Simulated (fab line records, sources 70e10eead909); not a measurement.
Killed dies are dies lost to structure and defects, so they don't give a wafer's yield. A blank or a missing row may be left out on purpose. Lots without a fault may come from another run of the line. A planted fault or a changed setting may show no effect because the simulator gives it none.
fab line records | flow nand_harc
record lots=22 wafers=66 last_day=25
route steps=1159 shown A_CONTACT@911 A_BLC@979
lots that met no fault: from a run of the same line without faults
start_h: hours from the record's first day to the start of the lot's first wafer shown | wait_h: hours since the lot's step before | " the same as in the row above | L1.1+2: a row that stands for several wafers | - no value, or no start given | * or withheld: withheld | < > ~ a bound
route shown NAME@n: a module of which the file shows steps, and the number in the route of the first | usual: mean/standard deviation of fault-free wafers | same: alike in all rows | chamber/n: place in a boat | sites: the reading at each site | _std_site: their standard deviation | _edge_site: outer sites' mean less inner sites' | radius_mm: how far each site lies from the wafer's centre | mask NAME#n: copy n | behind: the tool/chamber that last shaped the wafer | hold: why the lot was held/for how many hours/how that ended | device: the transistor (n, p or np) that didn't switch | end of line: the same wafers' tests at the end of the route | a step without rows: its recipe alone | killed: dies lost to structure and defects at the first sort, not the wafer's yield | map: a wafer's dies, x killed, . not, _ none there
set.NAME: the setting as run; set.NAME@STEP: as run at that earlier step | model.NAME: the simulator's own value behind a step, which no gauge read
steps of the route over a sample of lots; a table a step, a row a wafer
services: from which hour (start_h, from the record's first day; less than 0 if before it) a tool's chamber was out of use, for how many hours, and why
## steps
# step NHARC_A_CONTACT_ETCH_131
# recipe source_w=withheld pressure_mtorr=20 bias_v=1200 time_s=155 target_depth_a=9560 ar_flow_sccm=withheld c4f8_flow_sccm=withheld o2_flow_sccm=withheld chemistry=C4F8/O2/Ar
# columns lot.wafer tool chamber start_h wait_h rf_hours_counter_h
L074.1 har_cap_etch-03 0 375.93 0.1 83
L074.3 " 1 " " -
L074.6 " 1 " " -
L075.2 har_cap_etch-01 1 384.82 0.1 56
L075.3 " 1 " " -
L075.5 " 1 " " -
L077.3 har_cap_etch-02 1 393.28 0.1 -
L077.4 " 0 " " -
L077.6 " 0 " " -
L076.2 har_cap_etch-01 1 394.96 0.1 58
L076.4 " 1 " " -
L076.6 " 1 " " -
L079.2 har_cap_etch-02 1 410.54 0.1 16
L079.4 " 1 " " -
L079.3 " 0 " " -
L078.2 har_cap_etch-03 1 419.38 0.1 90
L078.4 " 1 " " -
L078.5 " 1 " " -
L080.2 har_cap_etch-03 0 424.41 0.1 91
L080.3 " 0 " " -
L080.5 " 1 " " -
L082.1 har_cap_etch-02 0 435.99 0.1 20
L082.3 " 0 " " -
L082.5 " 0 " " -
L084.4 har_cap_etch-01 1 436.78 0.1 -
L084.3 " 0 " " -
L084.6 " 1 " " -
L085.1 har_cap_etch-01 0 458.05 0.1 67
L085.2 " 1 " " 67
L085.4 " 1 " " -
L086.1 har_cap_etch-02 1 462.47 0.1 25
L086.3 " 1 " " -
L086.6 " 0 " " -
L087.2 har_cap_etch-03 1 463.63 0.1 99
L087.3 " 0 " " -
L087.5 " 0 " " -
L090.2 har_cap_etch-02 1 473.10 0.2 27
L090.6 " 1 " " -
L090.5 " 0 " " -
L092.1 har_cap_etch-03 0 473.14 0.2 101
L092.3 " 0 " " -
L092.4 " 1 " " -
L089.1 har_cap_etch-01 0 476.04 0.2 72
L089.3 " 1 " " -
L089.6 " 1 " " -
L088.2 har_cap_etch-02 0 477.32 0.2 29
L088.4 " 0 " " -
L088.5 " 0 " " -
L091.1 har_cap_etch-01 1 485.01 0.2 74
L091.3 " 0 " " -
L091.6 " 0 " " -
L093.1 har_cap_etch-01 0 500.52 0.2 76
L093.5 " 1 " " -
L093.6 " 0 " " -
L094.1 har_cap_etch-03 0 503.03 0.1 106
L094.2 " 1 " " 106
L094.4 " 0 " " -
L095.1 har_cap_etch-01 1 507.72 0.1 78
L095.3 " 0 " " -
L095.4 " 1 " " -
L097.2 har_cap_etch-02 1 513.90 0.2 35
L097.4 " 1 " " -
L097.5 " 1 " " -
L096.2 har_cap_etch-03 0 519.94 0.1 110
L096.5 " 0 " " -
L096.6 " 1 " " -
# step NHARC_A_CONTACT_ETCH_91
# recipe target_depth_a=400 over_etch_frac=0.5 time_s=85.7 ion_energy_ev=120 ch3f_flow_sccm=50 o2_flow_sccm=30 ar_flow_sccm=200 rf_w=500 bias_w=100 chemistry=CH3F/O2
# usual drypump_motor_current_A=5.9/0.39 mfc_ar_sccm=200.0/0.56 oes_product_au=0.94/0.035 rf_fwd_power_W=496.9/1.7 rf_vpp_V=244.8/1.4 showerhead_plenum_p_Torr=2.48/0.089 throttle_valve_pct=20.663/0.0093
# columns lot.wafer tool chamber start_h wait_h drypump_motor_current_A mfc_ar_sccm oes_product_au rf_fwd_power_W rf_hours_counter_h rf_vpp_V showerhead_plenum_p_Torr throttle_valve_pct
L074.1 rie_diel-07 3 376.75 0.5 6.0 200.4 0.99 501.7 26 244.7 2.47 20.652
L074.3 " 2 " " 5.5 200.3 1.00 496.6 25 242.1 2.32 20.650
L074.6 " 0 " " 6.4 200.2 0.99 495.5 - 246.4 2.56 20.664
L075.2 rie_diel-07 2 386.06 0.9 5.5 199.3 0.92 497.1 28 243.3 2.32 20.659
L075.3 " 0 " " 6.3 199.7 0.91 497.7 26 244.5 2.56 20.679
L075.5 " 2 " " 5.5 199.6 0.91 496.9 - 241.1 2.32 20.643
L077.3 rie_diel-09 0 394.11 0.5 6.0 199.8 0.91 499.0 46 246.4 2.50 20.682
L077.4 " 1 " " 5.8 199.9 0.91 498.6 48 243.0 2.46 20.655
L077.6 " 2 " " 5.8 200.3 0.92 494.4 - 246.4 2.62 20.661
L076.2 rie_diel-07 3 395.81 0.5 6.0 200.5 0.92 498.2 29 244.9 2.47 20.659
L076.4 " 2 " " 5.5 200.1 0.92 498.4 29 242.6 2.32 20.664
L076.6 " 0 " " 6.3 200.5 0.92 499.5 - 245.9 2.56 20.664
L079.2 rie_diel-09 1 411.43 0.6 5.8 199.3 0.92 496.1 55 244.6 2.46 20.657
L079.4 " 2 " " 5.7 200.1 0.93 494.1 54 245.6 2.61 20.669
L079.3 " 3 " " 5.1 199.5 0.95 493.6 53 246.1 2.57 20.654
L078.4 rie_diel-07 3 420.23 0.4 6.0 199.8 1.00 498.9 1 242.9 2.47 20.661
L078.2 " 0 " " 6.3 199.9 0.99 493.8 1 244.5 2.55 20.687
L078.5 " 0 " " 6.3 199.7 0.98 494.6 - 245.7 2.55 20.668
L080.3 rie_diel-07 0 425.26 0.4 6.3 200.2 0.91 494.1 2 244.5 2.55 20.652
L080.2 " 2 " " 5.5 199.5 0.94 495.1 2 240.8 2.31 20.684
L080.5 " 0 " " 6.3 198.6 0.92 494.5 - 243.9 2.55 20.661
L082.1 rie_diel-07 1 436.84 0.5 6.2 199.6 1.01 497.6 4 244.1 2.40 20.679
L082.3 " 3 " " 6.0 200.4 1.01 497.7 4 245.5 2.47 20.650
L082.5 " 1 " " 6.2 200.1 1.01 496.7 - 244.9 2.40 20.670
L084.4 rie_diel-10 3 437.64 0.5 5.0 200.4 0.91 494.3 27 246.1 2.62 20.647
L084.3 " 0 " " 6.1 200.3 0.94 496.1 27 244.5 2.41 20.641
L084.6 " 1 " " 5.8 199.8 0.92 498.0 - 245.2 2.47 20.653
L085.1 rie_diel-09 3 458.90 0.5 5.1 200.1 0.95 491.3 5 246.1 2.56 20.653
L085.2 " 0 " " 6.0 199.0 0.93 496.8 5 245.9 2.49 20.661
L085.4 " 2 " " 5.7 200.8 0.92 497.0 6 245.5 2.61 20.663
L086.3 rie_diel-10 0 463.30 0.4 6.1 200.7 0.93 498.9 39 243.5 2.40 20.661
L086.1 " 1 " " 5.8 201.1 0.94 496.4 36 244.1 2.47 20.680
L086.6 " 0 " " 6.1 200.1 0.93 498.9 - 245.1 2.40 20.659
L087.2 rie_diel-10 3 464.51 0.6 5.0 200.4 0.94 498.9 37 245.1 2.62 20.669
L087.3 " 0 " " 6.0 199.6 1.00 497.6 39 244.5 2.40 20.663
L087.5 " 0 " " 6.0 200.2 1.00 496.1 - 244.7 2.40 20.666
L090.2 rie_diel-10 1 474.17 0.6 5.8 200.6 0.94 496.7 41 244.8 2.46 20.667
L090.6 " 1 " " 5.7 199.4 0.94 497.6 - 243.1 2.46 20.655
L090.5 " 2 " " 6.6 200.0 0.93 498.2 - 247.8 2.62 20.664
L092.3 rie_diel-09 2 474.23 0.5 5.8 200.7 0.99 496.9 12 246.4 2.61 20.677
L092.4 " 3 " " 5.1 199.7 1.02 494.4 11 245.6 2.56 20.661
L092.1 " 0 " " 5.9 199.1 1.01 497.3 11 244.2 2.49 20.675
L089.1 rie_diel-07 2 477.09 0.6 5.5 199.6 1.02 494.9 13 242.5 2.31 20.669
L089.3 " 3 " " 6.0 200.3 1.01 499.2 14 245.4 2.46 20.658
L089.6 " 1 " " 6.2 200.3 1.01 496.0 - 243.2 2.40 20.657
L088.2 rie_diel-07 1 478.37 0.6 6.2 199.8 0.93 495.9 12 243.6 2.40 20.669
L088.4 " 1 " " 6.2 200.1 0.92 495.2 - 244.3 2.40 20.669
L088.5 " 2 " " 5.5 200.0 0.94 494.6 - 243.0 2.31 20.659
L091.3 rie_diel-07 1 486.31 0.5 6.2 200.4 0.94 495.9 13 242.7 2.40 20.665
L091.1 " 2 " " 5.5 200.2 0.95 494.3 14 242.0 2.31 20.670
L091.6 " 0 " " 6.3 200.9 0.92 497.5 - 244.9 2.55 20.658
L093.1 rie_diel-09 0 501.57 0.6 5.9 200.1 0.93 499.5 21 244.9 2.49 20.654
L093.5 " 0 " " 5.9 200.4 0.92 498.8 - 244.8 2.49 20.666
L093.6 " 1 " " 5.7 199.9 0.90 500.4 - 245.3 2.45 20.641
L094.1 rie_diel-07 3 503.88 0.5 6.0 200.8 0.92 496.7 18 245.9 2.46 20.661
L094.2 " 1 " " 6.2 199.8 0.92 494.2 17 244.4 2.40 20.666
L094.4 " 2 " " 5.5 201.5 0.95 496.9 17 241.7 2.31 20.665
L095.3 rie_diel-09 1 508.56 0.4 5.7 200.2 0.90 496.9 26 245.8 2.45 20.665
L095.4 " 2 " " 5.8 201.2 0.90 495.1 25 244.3 2.60 20.662
L095.1 " 3 " " 5.1 199.7 0.95 494.7 23 245.8 2.55 20.674
L097.2 rie_diel-07 3 515.16 0.6 6.0 200.9 0.92 495.9 20 244.6 2.46 20.648
L097.4 " 2 " " 5.5 199.2 0.96 496.6 19 243.8 2.31 20.668
L097.5 " 0 " " 6.3 200.5 0.92 498.1 - 243.6 2.55 20.663
L096.2 rie_diel-07 0 520.79 0.5 6.3 200.2 0.92 497.0 18 245.2 2.55 20.668
L096.6 " 0 " " 6.3 199.2 0.92 496.9 - 245.1 2.55 20.657
L096.5 " 3 " " 6.0 199.7 0.93 497.7 - 245.8 2.46 20.666
# step NHARC_A_CONTACT_CD_MEAS_08
# recipe target_cd_nm=100 landing_energy_ev=500
# usual cd_nm=100.1/0.8
# columns lot.wafer tool chamber start_h wait_h cd_nm
L074.1 cd_sem-03 0 381.13 - 100.7
L074.3 " 0 " " 99.4
L074.6 " 0 " " 99.9
L075.2 cd_sem-03 0 389.40 - 101.4
L075.3 " 0 " " 101.2
L075.5 " 0 " " 101.0
L077.3 cd_sem-01 0 397.29 - 100.7
L077.4 " 0 " " 100.5
L077.6 " 0 " " 101.0
L076.2 cd_sem-02 0 400.42 - 97.9
L076.4 " 0 " " 99.8
L076.6 " 0 " " 99.2
L079.2 cd_sem-02 0 418.06 - 100.3
L079.3 " 0 " " 100.4
L079.4 " 0 " " 100.7
L078.2 cd_sem-01 0 423.38 - 101.0
L078.4 " 0 " " 101.3
L078.5 " 0 " " 100.9
L080.2 cd_sem-01 0 428.33 - 98.7
L080.3 " 0 " " 100.0
L080.5 " 0 " " 99.7
L082.1 cd_sem-03 0 440.35 - 98.8
L082.3 " 0 " " 100.0
L082.5 " 0 " " 99.5
L084.3 cd_sem-03 0 443.34 - 98.9
L084.4 " 0 " " 100.2
L084.6 " 0 " " 100.5
L085.1 cd_sem-01 0 465.31 - 99.6
L085.2 " 0 " " 99.8
L085.4 " 0 " " 99.0
L086.1 cd_sem-01 0 471.51 - 100.4
L086.3 " 0 " " 100.3
L086.6 " 0 " " 100.6
L087.2 cd_sem-01 0 471.82 - 99.8
L087.3 " 0 " " 100.2
L087.5 " 0 " " 99.7
L090.2 cd_sem-02 0 478.09 - 101.3
L090.5 " 0 " " 101.1
L090.6 " 0 " " 100.9
L092.1 cd_sem-02 0 478.56 - 100.0
L092.3 " 0 " " 99.5
L092.4 " 0 " " 99.3
L089.1 cd_sem-02 0 480.19 - 100.5
L089.3 " 0 " " 101.7
L089.6 " 0 " " 100.9
L088.2 cd_sem-03 0 484.52 - 99.6
L088.4 " 0 " " 99.1
L088.5 " 0 " " 99.5
L091.1 cd_sem-03 0 489.61 - 99.7
L091.3 " 0 " " 100.4
L091.6 " 0 " " 100.3
L093.1 cd_sem-02 0 505.53 - 99.3
L093.5 " 0 " " 99.6
L093.6 " 0 " " 99.8
L094.1 cd_sem-03 0 506.91 - 101.3
L094.2 " 0 " " 101.2
L094.4 " 0 " " 101.0
L095.1 cd_sem-03 0 511.69 - 100.5
L095.3 " 0 " " 100.8
L095.4 " 0 " " 99.3
L097.2 cd_sem-02 0 518.79 - 100.2
L097.4 " 0 " " 101.3
L097.5 " 0 " " 101.8
L096.2 cd_sem-03 0 524.83 - 98.0
L096.5 " 0 " " 99.2
L096.6 " 0 " " 99.6
# step NHARC_A_CONTACT_ETCH_31
# recipe target_depth_a=20000 over_etch_frac=0.3 time_s=520 ion_energy_ev=150 o2_flow_sccm=400 cos_flow_sccm=20 ar_flow_sccm=0 rf_w=500 bias_w=300 chemistry=O2/COS
# usual drypump_motor_current_A=5.9/0.44 mfc_ar_sccm=0.004/0.0058 oes_product_au=0.999/0.015 rf_fwd_power_W=499.3/1.6 rf_vpp_V=314.7/1.8 showerhead_plenum_p_Torr=3.16/0.12 throttle_valve_pct=28.330/0.0089
# columns lot.wafer tool chamber start_h wait_h drypump_motor_current_A mfc_ar_sccm oes_product_au rf_fwd_power_W rf_hours_counter_h rf_vpp_V showerhead_plenum_p_Torr throttle_valve_pct
L074.1 rie_diel-07 2 - - 5.6 0.008 0.981 499.4 25 311.8 2.94 28.320
L074.3 " 3 " " 6.0 0 0.980 499.6 26 313.5 3.14 28.335
L074.6 " 2 " " 5.5 0.008 0.989 497.9 - 310.6 2.94 28.320
L075.2 rie_diel-10 2 - - 6.6 0 1.003 499.3 10 318.6 3.33 28.340
L075.3 " 3 " " 5.0 0.020 0.996 500.5 10 317.9 3.33 28.330
L075.5 " 1 " " 5.7 0.002 1.018 499.3 - 314.0 3.14 28.337
L077.4 rie_diel-07 2 - - 5.5 0.008 0.976 502.2 29 311.0 2.94 28.313
L077.3 " 3 " " 6.0 0 0.983 499.8 30 314.5 3.14 28.341
L077.6 " 1 " " 6.2 0 1.005 499.5 - 312.5 3.06 28.348
L076.4 rie_diel-09 3 - - 5.1 0 1.018 497.5 50 316.2 3.26 28.333
L076.2 " 0 " " 5.9 0.008 0.979 498.7 50 315.5 3.17 28.318
L076.6 " 0 " " 5.9 0.008 0.973 500.5 - 314.6 3.17 28.329
L079.3 rie_diel-09 2 - - 5.8 0 1.003 499.9 55 317.1 3.31 28.318
L079.2 " 3 " " 5.1 0 1.013 500.2 54 317.0 3.25 28.335
L079.4 " 0 " " 5.9 0.008 0.985 498.2 54 314.0 3.17 28.324
L078.2 rie_diel-07 3 - - 6.0 0 0.998 501.3 2 315.9 3.14 28.339
L078.4 " 0 " " 6.3 0 0.994 499.1 2 317.2 3.24 28.330
L078.5 " 2 " " 5.5 0.008 1.018 498.7 - 313.4 2.94 28.336
L080.3 rie_diel-10 3 - - 5.0 0.020 0.965 500.6 25 316.0 3.32 28.337
L080.2 " 0 " " 6.1 0 1.002 499.3 25 315.8 3.06 28.325
L080.5 " 1 " " 5.8 0.002 1.006 500.1 - 314.4 3.14 28.330
L082.3 rie_diel-10 2 - - 6.6 0 0.983 498.0 27 316.9 3.33 28.342
L082.1 " 3 " " 5.0 0.020 0.979 501.4 29 317.3 3.32 28.342
L082.5 " 2 " " 6.6 0 0.990 499.5 - 317.3 3.33 28.334
L084.3 rie_diel-07 1 - - 6.2 0 1.007 499.5 5 311.9 3.05 28.325
L084.4 " 2 " " 5.5 0.008 1.012 501.4 5 313.4 2.94 28.333
L084.6 " 2 " " 5.5 0.008 1.022 499.6 - 311.6 2.94 28.319
L085.1 rie_diel-10 2 - - 6.6 0 1.001 501.3 37 315.6 3.32 28.325
L085.2 " 3 " " 5.0 0.020 0.981 500.7 38 318.0 3.32 28.323
L085.4 " 0 " " 6.0 0 0.999 501.0 40 313.0 3.05 28.318
L086.1 rie_diel-07 1 - - 6.2 0 1.006 497.4 11 313.8 3.05 28.330
L086.3 " 3 " " 6.0 0 0.998 501.3 13 314.6 3.13 28.335
L086.6 " 2 " " 5.5 0.008 1.016 499.0 - 310.9 2.94 28.336
L087.2 rie_diel-09 0 - - 5.9 0.008 1.002 498.2 10 315.7 3.17 28.321
L087.3 " 1 " " 5.7 0.012 0.992 502.3 11 314.7 3.12 28.340
L087.5 " 3 " " 5.1 0 1.031 497.7 - 315.7 3.25 28.322
L092.4 rie_diel-09 1 - - 5.8 0.012 0.978 501.9 13 314.2 3.12 28.325
L092.3 " 3 " " 5.1 0 1.027 498.4 12 317.2 3.25 28.330
L092.1 " 0 " " 5.9 0.008 1.005 501.9 12 314.2 3.16 28.320
L090.2 rie_diel-10 0 - - 6.1 0 1.012 498.2 48 314.1 3.05 28.331
L090.5 " 0 " " 6.1 0 0.997 499.8 - 314.4 3.05 28.332
L090.6 " 2 " " 6.6 0 1.000 500.0 - 316.4 3.32 28.320
L089.1 rie_diel-07 3 - - 6.0 0 0.984 501.7 14 314.4 3.13 28.317
L089.3 " 0 " " 6.3 0 0.980 498.8 11 315.6 3.24 28.297
L089.6 " 3 " " 6.0 0 0.993 501.1 - 314.6 3.13 28.335
L088.4 rie_diel-09 1 - - 5.8 0.012 0.981 498.6 15 314.7 3.12 28.326
L088.2 " 3 " " 5.1 0 1.034 499.6 14 315.2 3.24 28.329
L088.5 " 2 " " 5.8 0 0.990 498.6 - 314.9 3.30 28.328
L091.3 rie_diel-07 0 - - 6.3 0 0.984 498.2 12 316.5 3.23 28.336
L091.1 " 2 " " 5.5 0.008 1.019 498.4 15 312.5 2.94 28.339
L091.6 " 1 " " 6.2 0 1.007 499.3 - 313.1 3.05 28.334
L093.1 rie_diel-09 1 - - 5.7 0.012 0.967 499.7 25 313.4 3.11 28.324
L093.5 " 0 " " 5.9 0.008 1.003 498.8 - 315.4 3.16 28.333
L093.6 " 1 " " 5.8 0.012 0.961 499.5 - 314.0 3.11 28.333
L094.1 rie_diel-09 2 - - 5.8 0 0.982 497.5 25 316.7 3.30 28.339
L094.2 " 3 " " 5.1 0 1.027 501.8 23 314.1 3.24 28.331
L094.4 " 0 " " 6.0 0.008 1.000 499.6 24 313.8 3.16 28.337
L095.3 rie_diel-10 2 - - 6.6 0 0.999 495.2 59 317.3 3.31 28.352
L095.1 " 0 " " 6.0 0 1.002 497.1 57 312.2 3.05 28.327
L095.4 " 1 " " 5.8 0.002 1.013 495.8 50 314.1 3.12 28.324
L097.2 rie_diel-07 0 - - 6.3 0 0.986 499.9 18 315.1 3.23 28.322
L097.5 " 3 " " 6.0 0 0.984 499.3 - 313.3 3.13 28.331
L097.4 " 0 " " 6.3 0 0.987 497.8 - 315.7 3.23 28.335
L096.2 rie_diel-10 2 - - 6.6 0 1.008 499.7 63 317.0 3.31 28.325
L096.5 " 1 " " 5.8 0.002 1.028 499.4 - 314.6 3.12 28.343
L096.6 " 2 " " 6.6 0 1.005 498.0 - 315.3 3.31 28.339
# step NHARC_A_BLC_ETCH_17
# recipe target_depth_a=3900 over_etch_frac=0.25 time_s=609.38 ion_energy_ev=200 n2_flow_sccm=150 h2_flow_sccm=150 ar_flow_sccm=0 rf_w=400 bias_w=150 chemistry=N2/H2
# usual drypump_motor_current_A=5.7/0.51 h2_flow_sccm=150.0/0.46 mfc_ar_sccm=0.014/0.015 oes_product_au=1.004/0.01 rf_fwd_power_W=399.6/1.3 rf_vpp_V=429.5/2.4 showerhead_plenum_p_Torr=2.00/0.083 throttle_valve_pct=14.170/0.0096
# columns lot.wafer tool chamber start_h wait_h drypump_motor_current_A h2_flow_sccm mfc_ar_sccm oes_product_au rf_fwd_power_W rf_hours_counter_h rf_vpp_V showerhead_plenum_p_Torr throttle_valve_pct
L074.1 rie_diel-08 0 - - 6.4 149.8 0.033 0.992 399.8 9 433.0 2.14 14.189
L074.3 " 2 " " 5.2 149.2 0.004 0.992 400.3 9 427.8 1.92 14.159
L074.6 " 3 " " 5.4 149.4 0 1.000 399.9 - 428.9 1.96 14.181
L075.2 rie_diel-08 0 - - 6.4 150.6 0.033 1.011 398.5 10 432.6 2.14 14.168
L075.3 " 1 " " 6.2 149.6 0.013 0.997 398.5 9 428.4 2.02 14.166
L075.5 " 0 " " 6.4 150.3 0.033 0.999 398.7 - 431.8 2.14 14.177
L077.3 rie_diel-08 2 - - 5.2 150.3 0.004 0.994 399.8 10 427.3 1.92 14.175
L077.6 " 2 " " 5.2 150.2 0.004 0.998 400.6 - 426.9 1.92 14.175
L077.4 " 1 " " 6.2 150.3 0.013 1.015 400.1 - 429.0 2.01 14.173
L076.2 rie_diel-03 0 - - 6.2 149.3 0.027 0.999 399.4 1 429.1 1.97 14.164
L076.4 " 1 " " 5.7 149.9 0.041 1.002 398.9 - 427.0 1.90 14.176
L076.6 " 0 " " 6.1 149.6 0.027 0.996 399.1 - 427.9 1.97 14.175
L079.2 rie_diel-08 1 - - 6.2 149.5 0.013 1.024 401.7 11 430.1 2.01 14.169
L079.4 " 2 " " 5.2 150.2 0.004 0.989 399.9 12 426.9 1.92 14.173
L079.3 " 0 " " 6.4 150.2 0.033 1.003 401.3 12 432.9 2.14 14.166
L078.2 rie_diel-08 1 - - 6.2 149.9 0.013 1.009 400.3 12 429.7 2.01 14.173
L078.4 " 2 " " 5.2 150.5 0.004 0.997 401.3 13 428.9 1.92 14.170
L078.5 " 3 " " 5.4 150.2 0 1.006 398.5 - 427.8 1.96 14.159
L080.3 rie_diel-03 3 - - 5.0 150.4 0 0.983 398.0 3 429.6 2.04 14.175
L080.2 " 1 " " 5.7 150.1 0.041 1.003 400.8 4 426.7 1.90 14.158
L080.5 " 3 " " 4.9 151.0 0 0.993 398.7 - 430.4 2.04 14.167
L082.1 rie_diel-08 3 - - 5.4 150.4 0 0.998 399.3 14 429.5 1.96 14.171
L082.3 " 0 " " 6.4 149.6 0.033 0.998 401.1 15 433.3 2.13 14.182
L082.5 " 3 " " 5.4 150.0 0 1.006 398.9 - 428.0 1.96 14.157
L084.4 rie_diel-03 2 - - 5.8 149.9 0 1.008 398.0 6 426.9 1.94 14.179
L084.3 " 0 " " 6.1 149.7 0.027 0.992 398.9 5 428.4 1.97 14.177
L084.6 " 3 " " 5.0 150.9 0 0.996 399.5 - 429.2 2.04 14.157
L085.1 rie_diel-03 3 - - 4.9 150.2 0 1.001 398.4 6 430.0 2.04 14.163
L085.2 " 0 " " 6.1 150.1 0.027 1.002 400.3 6 430.3 1.97 14.166
L085.4 " 2 " " 5.8 149.9 0 1.020 398.9 7 426.5 1.94 14.144
L086.1 rie_diel-08 0 - - 6.4 149.8 0.033 0.998 399.8 18 433.6 2.13 14.152
L086.3 " 1 " " 6.2 149.8 0.013 1.004 398.2 17 428.7 2.01 14.172
L086.6 " 1 " " 6.2 150.3 0.013 1.000 399.0 - 431.1 2.01 14.163
L087.3 rie_diel-03 0 - - 6.1 149.8 0.027 1.007 398.9 8 430.2 1.96 14.168
L087.2 " 2 " " 5.8 149.9 0 1.024 397.7 8 427.9 1.94 14.169
L087.5 " 3 " " 5.0 150.7 0 1.001 400.2 - 432.6 2.04 14.160
L092.1 rie_diel-03 0 - - 6.1 149.7 0.027 0.997 399.3 10 428.1 1.96 14.169
L092.3 " 1 " " 5.7 150.0 0.041 1.003 399.3 9 427.1 1.90 14.183
L092.4 " 2 " " 5.9 150.1 0 1.023 399.5 9 427.0 1.94 14.173
L090.2 rie_diel-08 2 - - 5.2 150.1 0.004 1.002 398.7 0 427.3 1.91 14.183
L090.5 " 0 " " 6.5 149.7 0.033 1.016 399.7 - 433.1 2.13 14.146
L090.6 " 1 " " 6.2 149.7 0.013 1.009 399.7 - 428.8 2.01 14.176
L089.3 rie_diel-08 0 - - 6.4 150.4 0.033 1.021 399.9 0 432.8 2.13 14.168
L089.1 " 2 " " 5.2 149.3 0.004 1.010 401.2 0 426.1 1.91 14.174
L089.6 " 3 " " 5.4 150.0 0 1.002 398.4 - 429.4 1.95 14.183
L091.1 rie_diel-03 1 - - 5.7 150.5 0.041 1.006 399.8 10 426.8 1.90 14.181
L091.3 " 2 " " 5.8 150.1 0 1.031 400.1 10 427.8 1.94 14.166
L091.6 " 3 " " 5.0 150.4 0 0.986 398.3 - 430.6 2.04 14.172
L088.2 rie_diel-01 2 - - 6.3 150.2 0 1.008 397.0 1 436.1 2.22 14.158
L088.4 " 3 " " 5.7 150.1 0 1.007 401.7 1 431.6 2.09 14.177
L088.5 " 3 " " 5.7 150.5 0 1.020 402.5 - 431.3 2.09 14.182
L093.1 rie_diel-03 1 513.65 0.1 5.7 149.6 0.041 1.017 398.6 12 425.8 1.90 14.173
L093.5 " 1 " " 5.7 149.6 0.041 1.012 398.3 - 425.9 1.90 14.170
L093.6 " 3 " " 5.0 149.3 0 0.995 399.0 - 430.6 2.04 14.172
L094.2 rie_diel-08 3 - - 5.4 148.9 0 0.983 400.5 2 429.0 1.95 14.158
L094.1 " 0 " " 6.4 149.6 0.033 1.009 395.8 2 432.3 2.13 14.168
L094.4 " 1 " " 6.2 149.5 0.013 1.016 397.9 3 428.3 2.01 14.164
L095.1 rie_diel-01 0 - - 5.2 150.9 0.035 0.995 402.5 5 431.6 2.10 14.151
L095.4 " 1 " " 5.7 150.2 0.004 0.981 399.4 5 430.9 2.08 14.171
L095.3 " 3 " " 5.7 150.6 0 1.023 400.8 5 431.7 2.09 14.179
L097.2 rie_diel-03 2 - - 5.9 150.0 0 1.016 400.3 11 427.0 1.94 14.177
L097.5 " 3 " " 5.0 150.3 0 0.993 398.7 - 431.0 2.04 14.163
L097.4 " 1 " " 5.7 149.9 0.041 1.021 400.8 - 425.7 1.90 14.167
L096.2 rie_diel-08 3 - - 5.4 150.4 0 0.985 401.4 3 427.1 1.95 14.193
L096.6 " 0 " " 6.4 150.2 0.033 1.021 399.9 - 433.4 2.13 14.187
L096.5 " 1 " " 6.2 150.6 0.013 1.007 400.1 - 430.5 2.01 14.164
# step NHARC_A_BLC_INSPECT_28
# usual raw_defect_count=440/130
# columns lot.wafer tool chamber start_h wait_h raw_defect_count
L074.1 defect_inspect-01 - 407.82 0.1 472
L074.3 " - " " 515
L074.6 " - " " 363
L075.2 defect_inspect-01 - 410.50 0.1 384
L075.3 " - " " 305
L075.5 " - " " 248
L077.3 defect_inspect-02 - 412.98 0.1 725
L077.4 " - " " 414
L077.6 " - " " 552
L076.2 defect_inspect-02 - 413.99 0.1 507
L076.4 " - " " 306
L076.6 " - " " 353
L079.2 defect_inspect-02 - 432.36 0.1 364
L079.3 " - " " 539
L079.4 " - " " 392
L078.2 defect_inspect-02 - 435.65 0.1 394
L078.4 " - " " 308
L078.5 " - " " 296
L080.2 defect_inspect-01 - 437.01 0.1 334
L080.3 " - " " 453
L080.5 " - " " 475
L082.1 defect_inspect-02 - 458.98 0.1 294
L082.3 " - " " 342
L082.5 " - " " 294
L084.3 defect_inspect-02 - 459.43 0.1 407
L084.4 " - " " 308
L084.6 " - " " 412
L085.1 defect_inspect-02 - 474.39 0.1 745
L085.2 " - " " 659
L085.4 " - " " 670
L086.1 defect_inspect-01 - 493.59 0.1 356
L086.3 " - " " 353
L086.6 " - " " 305
L087.2 defect_inspect-02 - 493.75 0.1 489
L087.3 " - " " 434
L087.5 " - " " 567
L092.1 defect_inspect-01 - 509.50 0.1 292
L092.3 " - " " 331
L092.4 " - " " 338
L090.2 defect_inspect-01 - 509.96 0.1 475
L090.5 " - " " 507
L090.6 " - " " 603
L089.1 defect_inspect-01 - 510.37 0.1 409
L089.3 " - " " 681
L089.6 " - " " 359
L091.1 defect_inspect-02 - 511.91 0.1 624
L091.3 " - " " 742
L091.6 " - " " 419
L088.2 defect_inspect-01 - 511.91 0.1 418
L088.4 " - " " 377
L088.5 " - " " 340
L094.1 defect_inspect-01 - 519.69 0.1 361
L094.2 " - " " 319
L094.4 " - " " 357
L093.1 defect_inspect-01 - 520.16 0.1 502
L093.5 " - " " 414
L093.6 " - " " 356
L095.1 defect_inspect-02 - 523.81 0.1 408
L095.3 " - " " 544
L095.4 " - " " 446
L097.2 defect_inspect-01 - 530.28 0.1 684
L097.4 " - " " 402
L097.5 " - " " 411
L096.2 defect_inspect-02 - 534.39 0.1 508
L096.5 " - " " 703
L096.6 " - " " 488
## services
# columns tool chamber start_h hours kind
rie_diel-10 - 353.66 9.0 pm
har_cap_etch-03 - 367.85 0.5 repair
rie_diel-03 0 371.77 9.1 repair
rie_diel-03 - 392.30 9.0 pm
rie_diel-07 0 399.53 2.7 repair
rie_diel-08 3 403.36 9.2 repair
rie_diel-07 - 405.22 9.0 pm
rie_diel-03 3 405.50 7.8 repair
rie_diel-01 0 424.39 18.5 repair
rie_diel-09 - 431.35 9.0 pm
rie_diel-07 1 431.74 1.5 repair
rie_diel-03 - 453.29 2.3 repair
rie_diel-01 1 458.70 6.9 repair
rie_diel-10 3 460.06 4.1 repair
rie_diel-08 3 471.99 20.8 repair
rie_diel-03 2 474.60 5.8 repair
rie_diel-03 3 475.31 5.4 repair
rie_diel-10 3 479.12 10.5 repair
rie_diel-10 0 485.28 9.0 repair
rie_diel-08 - 486.27 9.0 pm
rie_diel-01 - 493.18 9.0 pm
rie_diel-03 0 504.98 25.0 repair
rie_diel-03 2 510.06 6.7 repair
rie_diel-10 - 531.09 9.0 pm
## key
fault none
